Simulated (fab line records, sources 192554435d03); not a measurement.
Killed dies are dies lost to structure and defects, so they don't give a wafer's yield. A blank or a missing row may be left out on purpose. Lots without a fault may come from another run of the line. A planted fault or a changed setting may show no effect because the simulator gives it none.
fab line records | flow n5_finfet
record lots=24 wafers=72 last_day=19
route steps=1938 shown BEOL_M8@1336 BEOL_M9@1401
lots that met no fault: from a run of the same line without faults
start_h: hours from the record's first day to the start of the lot's first wafer shown | wait_h: hours since the lot's step before | " the same as in the row above | L1.1+2: a row that stands for several wafers | - no value, or no start given | * or withheld: withheld | < > ~ a bound
route shown NAME@n: a module of which the file shows steps, and the number in the route of the first | usual: mean/standard deviation of fault-free wafers | same: alike in all rows | chamber/n: place in a boat | sites: the reading at each site | _std_site: their standard deviation | _edge_site: outer sites' mean less inner sites' | radius_mm: how far each site lies from the wafer's centre | mask NAME#n: copy n | behind: the tool/chamber that last shaped the wafer | hold: why the lot was held/for how many hours/how that ended | device: the transistor (n, p or np) that didn't switch | end of line: the same wafers' tests at the end of the route | a step without rows: its recipe alone | killed: dies lost to structure and defects at the first sort, not the wafer's yield | map: a wafer's dies, x killed, . not, _ none there
set.NAME: the setting as run; set.NAME@STEP: as run at that earlier step | model.NAME: the simulator's own value behind a step, which no gauge read
steps of the route over a sample of lots; a table a step, a row a wafer
services: from which hour (start_h, from the record's first day; less than 0 if before it) a tool's chamber was out of use, for how many hours, and why
## steps
# step N5_BEOL_M8_HM_DEP_02
# recipe material=TiN target_thk_a=200 temp_c=25 chamber_pressure_pa=0.49996
# usual substrate_temp_c=24.99/0.1 susceptor_temp_C=25.00/0.11 throttle_valve_pct=29.5/1.2
# columns lot.wafer tool chamber start_h wait_h substrate_temp_c susceptor_temp_C throttle_valve_pct
L074.1 pvd_sputter-03 - 196.54 1.1 25.02 24.85 29.1
L074.4 " - " " 24.92 25.17 30.9
L074.6 " - " " 24.97 25.18 28.3
L075.2 pvd_sputter-03 - 201.85 0.9 25.04 24.87 28.2
L075.4 " - " " 25.12 25.00 30.8
L075.5 " - " " 25.01 25.06 30.8
L077.1 pvd_sputter-02 - 212.37 0.2 24.91 24.98 29.5
L077.2 " - " " 25.08 24.93 29.6
L077.4 " - " " 24.98 25.03 29.7
L078.1 pvd_sputter-02 - 214.47 1.1 24.88 25.13 31.5
L078.2 " - " " 24.94 25.05 30.0
L078.4 " - " " 24.99 25.11 30.2
L079.1 pvd_sputter-01 - 220.19 0.5 24.99 24.81 29.3
L079.4 " - " " 24.87 24.97 29.3
L079.6 " - " " 24.84 24.98 29.2
L080.2 pvd_sputter-03 - 227.08 1.1 25.02 24.91 27.4
L080.3 " - " " 25.00 25.06 30.6
L080.4 " - " " 25.14 25.01 28.2
L081.3 pvd_sputter-03 - 236.46 1.2 25.05 24.96 29.1
L081.4 " - " " 24.98 24.89 27.2
L081.6 " - " " 25.04 24.96 28.2
L082.3 pvd_sputter-01 - 240.42 1.9 25.13 24.98 29.2
L082.4 " - " " 24.93 24.97 31.4
L082.6 " - " " 25.21 24.97 29.1
L083.2 pvd_sputter-03 - 258.23 0.2 24.88 24.84 29.0
L083.5 " - " " 24.83 25.10 28.1
L083.6 " - " " 24.93 25.04 28.7
L084.1 pvd_sputter-01 - 273.84 1.6 25.12 25.11 28.9
L084.3 " - " " 25.02 25.10 29.4
L084.5 " - " " 24.98 25.21 28.3
L086.1 pvd_sputter-01 - 277.13 0.6 24.96 25.06 29.5
L086.2 " - " " 25.03 24.98 28.5
L086.3 " - " " 25.08 24.98 31.6
L085.2 pvd_sputter-02 - 277.77 0.5 24.81 25.11 31.5
L085.4 " - " " 24.89 25.14 29.6
L085.6 " - " " 24.97 25.12 31.5
L087.1 pvd_sputter-01 - 285.38 1.6 24.81 25.03 29.2
L087.2 " - " " 24.95 24.85 31.5
L087.5 " - " " 25.13 24.85 29.3
L089.1 pvd_sputter-02 - 291.78 2.4 25.03 24.89 29.7
L089.4 " - " " 25.07 24.87 29.8
L089.6 " - " " 24.99 24.99 29.9
L088.1 pvd_sputter-03 - 292.21 2.7 25.02 24.89 30.7
L088.4 " - " " 25.07 25.22 27.5
L088.5 " - " " 24.93 24.96 30.9
L090.1 pvd_sputter-03 - 292.67 2.7 25.04 24.96 30.7
L090.5 " - " " 25.00 25.16 28.9
L090.6 " - " " 24.89 24.86 28.5
L091.1 pvd_sputter-02 - 310.58 0.3 25.23 25.11 29.8
L091.2 " - " " 24.99 25.04 31.2
L091.4 " - " " 25.12 24.93 29.5
L092.2 pvd_sputter-02 - 311.04 0.2 25.11 24.91 29.6
L092.4 " - " " 24.78 25.12 29.6
L092.5 " - " " 24.99 25.00 30.0
L093.2 pvd_sputter-01 - 313.68 1.0 25.08 24.99 28.5
L093.4 " - " " 25.00 25.06 29.5
L093.6 " - " " 25.10 24.89 31.4
L094.4 pvd_sputter-02 - 340.67 1.4 24.92 24.92 29.6
L094.5 " - " " 25.00 24.93 31.6
L094.6 " - " " 24.78 24.94 30.0
L076.2 pvd_sputter-02 - 340.97 0.4 24.99 24.82 29.5
L076.3 " - " " 24.99 24.99 30.0
L076.5 " - " " 24.98 25.02 31.7
L095.1 pvd_sputter-01 - 344.72 2.0 24.77 25.14 29.0
L095.3 " - " " 24.85 24.92 28.1
L095.6 " - " " 24.94 25.05 29.1
L097.1 pvd_sputter-01 - 363.61 1.9 25.00 24.77 29.2
L097.3 " - " " 25.06 25.01 31.5
L097.6 " - " " 24.95 24.96 29.0
L096.1 pvd_sputter-03 - 378.99 1.2 25.01 24.83 29.1
L096.3 " - " " 25.00 24.84 27.5
L096.4 " - " " 24.89 24.97 30.6
# step N5_BEOL_M8_DEGAS_44
# recipe ambient=vacuum temp_c=250 time_s=60
# usual heater_power_w=322/25 susceptor_temp_C=250.02/0.17
# same time_s=60
# columns lot.wafer tool chamber start_h wait_h heater_power_w susceptor_temp_C
L074.1 pvd_sputter-03 - 202.35 0.7 357 249.65
L074.4 " - " " 338 250.19
L074.6 " - " " 338 249.91
L075.2 pvd_sputter-01 - 205.77 1.3 325 250.02
L075.4 " - " " 308 249.98
L075.5 " - " " 361 250.21
L077.1 pvd_sputter-01 - 215.38 0.3 294 250.09
L077.2 " - " " 328 249.97
L077.4 " - " " 296 250.17
L078.1 pvd_sputter-03 - 217.98 0.3 357 250.15
L078.2 " - " " 317 249.91
L078.4 " - " " 270 250.13
L079.1 pvd_sputter-01 - 223.41 0.4 366 249.99
L079.4 " - " " 297 250.02
L079.6 " - " " 310 249.85
L080.2 pvd_sputter-02 - 232.17 0.3 341 250.00
L080.3 " - " " 330 249.97
L080.4 " - " " 302 249.94
L081.3 pvd_sputter-01 - 241.72 0.2 308 249.72
L081.4 " - " " 323 250.21
L081.6 " - " " 330 250.14
L082.3 pvd_sputter-03 - 245.52 0.5 272 249.83
L082.4 " - " " 339 250.05
L082.6 " - " " 342 250.10
L083.2 pvd_sputter-03 - 269.61 4.4 272 249.73
L083.5 " - " " 312 250.07
L083.6 " - " " 348 250.02
L084.1 pvd_sputter-01 - 277.71 0.3 345 250.37
L084.3 " - " " 325 249.63
L084.5 " - " " 328 249.85
L086.1 pvd_sputter-01 - 281.43 1.2 346 249.82
L086.2 " - " " 294 250.12
L086.3 " - " " 320 250.26
L085.2 pvd_sputter-01 - 281.59 1.2 300 249.86
L085.4 " - " " 348 249.82
L085.6 " - " " 302 250.17
L087.1 pvd_sputter-01 - 288.54 0.3 297 250.23
L087.2 " - " " 344 250.12
L087.5 " - " " 326 249.89
L089.1 pvd_sputter-02 - 296.50 2.2 306 249.93
L089.4 " - " " 329 250.12
L089.6 " - " " 338 250.28
L088.1 pvd_sputter-01 - 297.75 0.7 325 250.04
L088.4 " - " " 302 249.69
L088.5 " - " " 355 249.79
L090.1 pvd_sputter-01 - 297.95 0.5 304 250.04
L090.5 " - " " 300 250.07
L090.6 " - " " 348 249.88
L091.1 pvd_sputter-01 - 314.76 0.6 307 249.77
L091.2 " - " " 328 250.02
L091.4 " - " " 303 250.12
L092.2 pvd_sputter-03 - 315.10 0.5 268 249.83
L092.4 " - " " 354 250.22
L092.5 " - " " 269 249.72
L093.2 pvd_sputter-03 - 317.04 0.8 360 249.94
L093.4 " - " " 316 250.14
L093.6 " - " " 339 250.03
L094.4 pvd_sputter-01 - 345.14 1.8 355 250.19
L094.5 " - " " 300 250.12
L094.6 " - " " 326 250.17
L076.2 pvd_sputter-01 - 345.72 0.3 299 250.09
L076.3 " - " " 302 249.89
L076.5 " - " " 298 250.37
L095.1 pvd_sputter-03 - 349.97 0.8 312 250.20
L095.3 " - " " 279 249.77
L095.6 " - " " 322 250.05
L097.1 pvd_sputter-01 - 367.51 0.3 293 250.03
L097.3 " - " " 327 250.36
L097.6 " - " " 326 250.15
L096.1 pvd_sputter-01 - 383.79 0.5 356 249.86
L096.3 " - " " 296 250.23
L096.4 " - " " 324 249.95
# step N5_BEOL_M8_ALD_77
# recipe material=TaN target_thk_a=20 temp_c=275 ald_precursor_family=PDMAT ald_co_reactant=NH3 pressure_torr=3 carrier_flow_sccm=1500 pulse_time_s=2 purge_time_s=3 co_reactant_purge_time_s=2 co_reactant_pulse_time_s=3 ald_cycles=40 precursor_vessel_temp_c=75 precursor_vessel_pressure_torr=26.25 precursor_vessel_carrier_sccm=1000
# usual heater_power_w=417/33 precursor_vessel_carrier_sccm=1000/3.3 precursor_vessel_pressure_torr=26.25/0.058 susceptor_temp_C=274.98/0.19
# columns lot.wafer tool chamber start_h wait_h heater_power_w precursor_vessel_carrier_sccm precursor_vessel_pressure_torr susceptor_temp_C
L074.1 ald_metal-03 1 202.47 0.1 460 1002 26.22 274.87
L074.4 " 0 " " 395 995 26.25 275.01
L074.6 " 2 " " 433 995 26.23 275.17
L075.2 ald_metal-03 3 205.92 0.1 395 1003 26.22 275.04
L075.4 " 2 " " 449 997 26.25 275.03
L075.5 " 2 " " 443 1001 26.24 274.99
L077.1 ald_metal-02 2 215.48 0.0 403 1000 26.16 274.81
L077.2 " 1 " " 395 1005 26.17 274.76
L077.4 " 3 " " 314 1003 26.27 274.81
L078.1 ald_metal-03 2 218.08 0.0 438 996 26.19 274.70
L078.2 " 1 " " 449 999 26.24 274.90
L078.4 " 0 " " 387 1002 26.19 274.84
L079.1 ald_metal-01 0 223.53 0.1 456 1000 26.22 275.02
L079.4 " 0 " " 460 1002 26.25 274.99
L079.6 " 1 " " 402 1003 26.31 275.33
L080.2 ald_metal-03 0 232.29 0.1 379 1001 26.26 274.91
L080.3 " 2 " " 439 1001 26.13 274.90
L080.4 " 3 " " 395 998 26.19 274.96
L081.3 ald_metal-02 2 241.82 0.0 401 997 26.26 275.04
L081.4 " 1 " " 408 1003 26.25 274.75
L081.6 " 0 " " 476 1002 26.26 275.01
L082.3 ald_metal-02 0 245.85 0.3 469 996 26.32 275.04
L082.4 " 1 " " 399 1000 26.20 275.13
L082.6 " 0 " " 471 998 26.30 275.06
L083.2 ald_metal-03 2 269.71 0.0 438 996 26.21 274.89
L083.5 " 3 " " 403 995 26.20 274.82
L083.6 " 2 " " 442 1001 26.25 274.95
L084.1 ald_metal-03 1 277.91 0.1 446 996 26.24 274.97
L084.3 " 3 " " 407 998 26.30 274.82
L084.5 " 1 " " 449 996 26.22 274.89
L086.1 ald_metal-03 2 281.53 0.0 449 995 26.29 275.12
L086.2 " 1 " " 442 1004 26.23 274.63
L086.3 " 3 " " 408 1002 26.20 274.89
L085.2 ald_metal-01 2 281.69 0.0 404 993 26.29 275.20
L085.4 " 3 " " 420 998 26.27 274.67
L085.6 " 3 " " 417 997 26.24 275.06
L087.1 ald_metal-01 3 288.65 0.0 417 1001 26.15 275.13
L087.2 " 2 " " 411 996 26.19 275.36
L087.5 " 2 " " 408 999 26.22 275.26
L089.1 ald_metal-01 1 296.60 0.0 392 1000 26.25 274.84
L089.4 " 3 " " 402 1003 26.37 275.11
L089.6 " 2 " " 402 993 26.25 275.15
L088.1 ald_metal-03 0 297.96 0.1 390 1000 26.29 275.05
L088.4 " 1 " " 453 1002 26.33 275.07
L088.5 " 3 " " 405 1001 26.18 274.92
L090.1 ald_metal-03 0 298.22 0.2 376 999 26.21 274.93
L090.5 " 1 " " 458 999 26.28 275.41
L090.6 " 0 " " 383 1000 26.17 274.90
L091.1 ald_metal-03 0 314.90 0.1 390 1002 26.27 275.29
L091.2 " 2 " " 441 999 26.31 275.04
L091.4 " 1 " " 441 1007 26.33 274.65
L092.2 ald_metal-01 0 315.26 0.1 458 1006 26.28 274.73
L092.4 " 2 " " 401 994 26.33 275.08
L092.5 " 3 " " 408 1004 26.24 275.18
L093.2 ald_metal-01 1 317.20 0.1 399 999 26.23 274.73
L093.4 " 3 " " 413 998 26.22 275.06
L093.6 " 3 " " 407 998 26.25 274.71
L094.4 ald_metal-03 0 345.24 0.0 403 1002 26.20 274.83
L094.5 " 0 " " 380 1003 26.24 274.82
L094.6 " 1 " " 455 995 26.27 274.81
L076.2 ald_metal-03 2 345.82 0.0 445 1006 26.22 274.71
L076.3 " 1 " " 456 1002 26.25 274.89
L076.5 " 3 " " 396 1003 26.20 275.02
L095.1 ald_metal-03 0 350.24 0.2 393 996 26.32 275.23
L095.3 " 1 " " 450 1001 26.12 274.68
L095.6 " 2 " " 444 1005 26.28 274.79
L097.1 ald_metal-01 1 367.61 0.0 368 999 26.22 274.93
L097.3 " 3 " " 362 1002 26.19 274.95
L097.6 " 2 " " 383 1004 26.35 275.01
L096.1 ald_metal-03 1 383.91 0.1 454 999 26.31 274.88
L096.3 " 3 " " 414 1003 26.29 275.30
L096.4 " 2 " " 453 998 26.30 275.36
# step N5_BEOL_M8_ANNEAL_51
# recipe temp_c=225 time_s=90 ambient=N2
# usual wafer_temp_C_max=225.90/0.25
# same time_s=90
# columns lot.wafer tool chamber start_h wait_h wafer_temp_C_max
L074.1 rtp_anneal-02 0 203.24 0.1 225.99
L074.4 " 0 " " 225.64
L074.6 " 0 " " 225.60
L075.2 rtp_anneal-02 0 206.68 0.1 226.02
L075.4 " 0 " " 225.75
L075.5 " 0 " " 225.67
L077.1 rtp_anneal-01 0 216.49 0.2 225.91
L077.2 " 0 " " 225.87
L077.4 " 0 " " 225.89
L078.1 rtp_anneal-01 0 220.03 0.2 226.20
L078.2 " 0 " " 226.00
L078.4 " 0 " " 225.96
L079.1 rtp_anneal-01 0 224.40 0.1 225.67
L079.4 " 0 " " 225.87
L079.6 " 0 " " 226.25
L080.2 rtp_anneal-01 0 233.45 0.4 226.08
L080.3 " 0 " " 225.93
L080.4 " 0 " " 226.48
L081.3 rtp_anneal-02 0 244.36 0.2 225.85
L081.4 " 0 " " 225.45
L081.6 " 0 " " 225.67
L082.3 rtp_anneal-01 0 248.30 0.2 226.68
L082.4 " 0 " " 226.31
L082.6 " 0 " " 226.13
L083.2 rtp_anneal-02 0 270.45 0.1 225.63
L083.5 " 0 " " 225.60
L083.6 " 0 " " 225.94
L084.1 rtp_anneal-02 0 279.06 0.3 225.81
L084.3 " 0 " " 225.76
L084.5 " 0 " " 226.08
L086.1 rtp_anneal-01 0 282.59 0.3 226.24
L086.2 " 0 " " 226.27
L086.3 " 0 " " 226.02
L085.2 rtp_anneal-02 0 282.72 0.4 225.91
L085.4 " 0 " " 225.41
L085.6 " 0 " " 225.76
L087.1 rtp_anneal-02 0 289.95 0.4 225.85
L087.2 " 0 " " 225.82
L087.5 " 0 " " 225.53
L089.1 rtp_anneal-02 0 297.38 0.1 225.88
L089.4 " 0 " " 225.72
L089.6 " 0 " " 225.85
L088.1 rtp_anneal-01 0 299.13 0.1 225.88
L088.4 " 0 " " 226.04
L088.5 " 0 " " 225.80
L090.1 rtp_anneal-01 0 299.67 0.4 226.09
L090.5 " 0 " " 226.50
L090.6 " 0 " " 226.03
L091.1 rtp_anneal-01 0 315.76 0.1 226.41
L091.2 " 0 " " 225.94
L091.4 " 0 " " 225.71
L092.2 rtp_anneal-01 0 316.07 0.2 225.98
L092.4 " 0 " " 226.56
L092.5 " 0 " " 226.48
L093.2 rtp_anneal-02 0 318.48 0.2 226.35
L093.4 " 0 " " 226.14
L093.6 " 0 " " 225.71
L094.4 rtp_anneal-02 0 346.19 0.2 225.56
L094.5 " 0 " " 225.85
L094.6 " 0 " " 225.54
L076.2 rtp_anneal-02 0 347.09 0.6 225.60
L076.3 " 0 " " 225.67
L076.5 " 0 " " 225.71
L095.1 rtp_anneal-02 0 351.21 0.2 225.77
L095.3 " 0 " " 225.97
L095.6 " 0 " " 226.03
L097.1 rtp_anneal-02 0 369.11 0.4 226.02
L097.3 " 0 " " 226.04
L097.6 " 0 " " 225.99
L096.1 rtp_anneal-01 0 385.02 0.4 225.93
L096.3 " 0 " " 226.04
L096.4 " 0 " " 226.01
# step N5_BEOL_M8_RS_MEAS_57
# recipe thk_meas_gauge=four-point-probe reads=Cu_of_BEOL_M8_ECD_50+Co_of_BEOL_M8_CVD_78+TaN_of_BEOL_M8_ALD_77
# usual M8_RS=0.288/0.0099
# columns lot.wafer tool chamber start_h wait_h M8_RS[ohm/sq]
L074.1 film_metro-01 - 203.96 0.1 0.288
L074.4 " - " " 0.288
L074.6 " - " " 0.281
L075.2 film_metro-01 - 207.36 0.1 0.287
L075.4 " - " " 0.288
L075.5 " - " " 0.306
L077.1 film_metro-01 - 217.23 0.1 0.294
L077.2 " - " " 0.292
L077.4 " - " " 0.277
L078.1 film_metro-01 - 221.00 0.1 0.278
L078.2 " - " " 0.292
L078.4 " - " " 0.283
L079.1 film_metro-02 - 225.12 0.1 0.293
L079.4 " - " " 0.282
L079.6 " - " " 0.292
L080.2 film_metro-01 - 234.13 0.1 0.290
L080.3 " - " " 0.279
L080.4 " - " " 0.303
L081.3 film_metro-02 - 244.99 0.1 0.287
L081.4 " - " " 0.285
L081.6 " - " " 0.281
L082.3 film_metro-01 - 248.93 0.1 0.289
L082.4 " - " " 0.284
L082.6 " - " " 0.285
L083.2 film_metro-01 - 271.13 0.1 0.279
L083.5 " - " " 0.278
L083.6 " - " " 0.287
L084.1 film_metro-01 - 280.05 0.1 0.279
L084.3 " - " " 0.281
L084.5 " - " " 0.276
L086.1 film_metro-01 - 283.31 0.1 0.282
L086.2 " - " " 0.273
L086.3 " - " " 0.273
L085.2 film_metro-01 - 283.81 0.1 0.301
L085.4 " - " " 0.287
L085.6 " - " " 0.295
L087.1 film_metro-02 - 290.67 0.1 0.278
L087.2 " - " " 0.298
L087.5 " - " " 0.288
L089.1 film_metro-01 - 298.10 0.1 0.281
L089.4 " - " " 0.275
L089.6 " - " " 0.282
L088.1 film_metro-02 - 299.85 0.1 0.286
L088.4 " - " " 0.291
L088.5 " - " " 0.274
L090.1 film_metro-02 - 300.40 0.1 0.299
L090.5 " - " " 0.292
L090.6 " - " " 0.305
L091.1 film_metro-02 - 316.48 0.1 0.305
L091.2 " - " " 0.299
L091.4 " - " " 0.293
L092.2 film_metro-01 - 316.78 0.1 0.278
L092.4 " - " " 0.294
L092.5 " - " " 0.282
L093.2 film_metro-01 - 319.41 0.1 0.290
L093.4 " - " " 0.283
L093.6 " - " " 0.286
L094.4 film_metro-01 - 346.78 0.0 0.287
L094.5 " - " " 0.283
L094.6 " - " " 0.273
L076.2 film_metro-02 - 347.79 0.1 0.288
L076.3 " - " " 0.268
L076.5 " - " " 0.266
L095.1 film_metro-01 - 351.95 0.1 0.272
L095.3 " - " " 0.287
L095.6 " - " " 0.303
L097.1 film_metro-01 - 370.21 0.1 0.287
L097.3 " - " " 0.290
L097.6 " - " " 0.291
L096.1 film_metro-01 - 385.77 0.1 0.292
L096.3 " - " " 0.286
L096.4 " - " " 0.286
# step N5_BEOL_M9_ILD_DEP_00
# recipe material=SiCOH_lowk target_thk_a=3085.1 temp_c=300 precursor=DEMS/porogen pressure_torr=5 rf_w=500 time_s=58
# usual heater_power_w=287/26 showerhead_plenum_p_Torr=5.736/0.016 susceptor_temp_C=300.02/0.17 throttle_valve_pct=13.6/0.7
# same time_s=58
# columns lot.wafer tool chamber start_h wait_h heater_power_w showerhead_plenum_p_Torr susceptor_temp_C throttle_valve_pct
L074.1 pecvd-01 1 204.02 0.0 285 5.722 300.14 14.2
L074.4 " 2 " " 277 5.721 300.12 12.3
L074.6 " 0 " " 322 5.758 300.23 14.3
L075.2 pecvd-01 1 207.42 0.0 272 5.727 300.02 14.2
L075.4 " 0 " " 271 5.775 299.63 14.1
L075.5 " 2 " " 268 5.712 299.87 12.4
L077.1 pecvd-03 1 217.29 0.0 247 5.731 299.74 13.5
L077.2 " 0 " " 311 5.735 300.04 14.3
L077.4 " 1 " " 267 5.730 300.25 13.2
L078.1 pecvd-01 0 221.06 0.0 305 5.755 300.15 14.2
L078.2 " 2 " " 270 5.726 299.89 12.3
L078.4 " 1 " " 259 5.740 299.86 14.0
L079.1 pecvd-01 2 225.18 0.0 232 5.731 300.25 12.2
L079.4 " 0 " " 307 5.757 299.87 14.2
L079.6 " 1 " " 282 5.723 300.09 14.0
L080.2 pecvd-01 0 234.19 0.0 292 5.761 300.02 14.3
L080.3 " 1 " " 283 5.759 299.97 14.0
L080.4 " 2 " " 275 5.713 300.11 12.6
L081.3 pecvd-02 2 245.05 0.0 247 5.732 299.90 12.8
L081.4 " 2 " " 250 5.759 300.01 13.1
L081.6 " 0 " " 306 5.732 300.26 14.0
L082.3 pecvd-02 0 248.99 0.0 297 5.730 299.83 13.9
L082.4 " 2 " " 290 5.739 300.10 12.9
L082.6 " 0 " " 314 5.737 300.00 14.1
L083.2 pecvd-01 0 271.19 0.0 285 5.756 300.31 14.3
L083.5 " 2 " " 291 5.725 300.25 12.2
L083.6 " 0 " " 299 5.768 299.90 14.4
L084.1 pecvd-03 1 280.11 0.0 273 5.722 300.52 13.5
L084.3 " 0 " " 288 5.746 300.04 14.3
L084.5 " 2 " " 357 5.729 300.09 12.4
L086.1 pecvd-03 1 283.37 0.0 269 5.746 300.12 13.4
L086.2 " 2 " " 300 5.718 300.19 12.3
L086.3 " 0 " " 329 5.725 300.35 14.3
L085.2 pecvd-01 0 283.87 0.0 282 5.775 299.74 14.2
L085.4 " 0 " " 301 5.772 299.93 14.4
L085.6 " 1 " " 268 5.740 299.89 14.0
L087.1 pecvd-02 0 290.77 0.1 324 5.744 300.06 14.1
L087.2 " 2 " " 270 5.734 299.79 12.8
L087.5 " 2 " " 281 5.739 300.05 12.9
L089.1 pecvd-02 2 298.16 0.0 286 5.726 299.91 13.1
L089.4 " 1 " " 284 5.716 299.95 13.7
L089.6 " 2 " " 287 5.744 300.02 13.0
L088.1 pecvd-02 1 299.92 0.0 305 5.723 300.06 14.1
L088.4 " 0 " " 299 5.739 299.82 14.1
L088.5 " 1 " " 305 5.747 300.09 13.6
L090.1 pecvd-02 0 300.46 0.0 339 5.746 300.10 14.1
L090.5 " 1 " " 267 5.745 300.31 13.7
L090.6 " 2 " " 293 5.728 300.07 13.1
L091.1 pecvd-01 0 316.55 0.0 317 5.776 299.75 14.1
L091.2 " 1 " " 224 5.737 299.76 13.9
L091.4 " 0 " " 320 5.754 300.03 14.1
L092.2 pecvd-03 2 316.85 0.0 286 5.715 300.00 12.3
L092.4 " 0 " " 258 5.719 300.16 14.5
L092.5 " 2 " " 305 5.729 300.29 12.4
L093.2 pecvd-01 1 319.47 0.0 258 5.742 299.87 13.9
L093.4 " 2 " " 284 5.720 299.87 12.7
L093.6 " 0 " " 296 5.765 300.14 14.2
L094.4 pecvd-01 1 346.87 0.1 280 5.729 300.11 13.5
L094.5 " 2 " " 273 5.720 300.29 12.7
L094.6 " 0 " " 290 5.762 300.04 14.1
L076.2 pecvd-02 1 347.85 0.0 283 5.735 300.00 13.6
L076.3 " 2 " " 234 5.741 300.01 13.3
L076.5 " 0 " " 325 5.722 299.70 14.3
L095.1 pecvd-03 0 352.01 0.0 298 5.727 300.09 14.7
L095.3 " 2 " " 288 5.721 300.05 12.3
L095.6 " 1 " " 294 5.742 299.86 13.6
L097.1 pecvd-03 0 370.27 0.0 295 5.739 300.10 14.5
L097.3 " 1 " " 305 5.745 299.93 13.7
L097.6 " 0 " " 303 5.735 299.93 14.9
L096.1 pecvd-02 0 385.84 0.0 354 5.733 300.17 14.0
L096.3 " 2 " " 286 5.739 299.94 13.3
L096.4 " 2 " " 284 5.738 299.98 13.4
## services
# columns tool chamber start_h hours kind
ald_metal-02 3 182.24 6.9 repair
rtp_anneal-01 - 185.88 2.8 pm
ald_metal-01 0 198.69 3.0 repair
ald_metal-02 - 203.27 8.7 pm
ald_metal-01 2 219.25 23.0 repair
pecvd-03 0 230.99 13.4 repair
pecvd-01 2 237.14 7.1 repair
pecvd-01 - 286.63 6.0 pm
pvd_sputter-02 - 302.85 7.1 repair
ald_metal-02 0 304.34 9.4 repair
pecvd-02 - 309.21 0.3 repair
pecvd-02 2 319.24 2.2 repair
pvd_sputter-01 - 320.59 12.8 repair
pecvd-03 2 336.06 4.2 repair
ald_metal-01 - 337.25 14.0 pm
ald_metal-02 1 343.60 42.3 repair
ald_metal-02 3 346.31 3.3 repair
pecvd-01 0 355.42 16.5 scheduled_down
rtp_anneal-02 - 361.38 4.8 pm
pecvd-03 0 363.33 5.6 repair
pecvd-01 1 383.62 - clean
pecvd-01 1 383.62 - consumable_replace:showerhead
pecvd-01 1 383.62 29.0 scheduled_down
pecvd-01 1 383.62 29.0 vent_cycle
## key
fault none
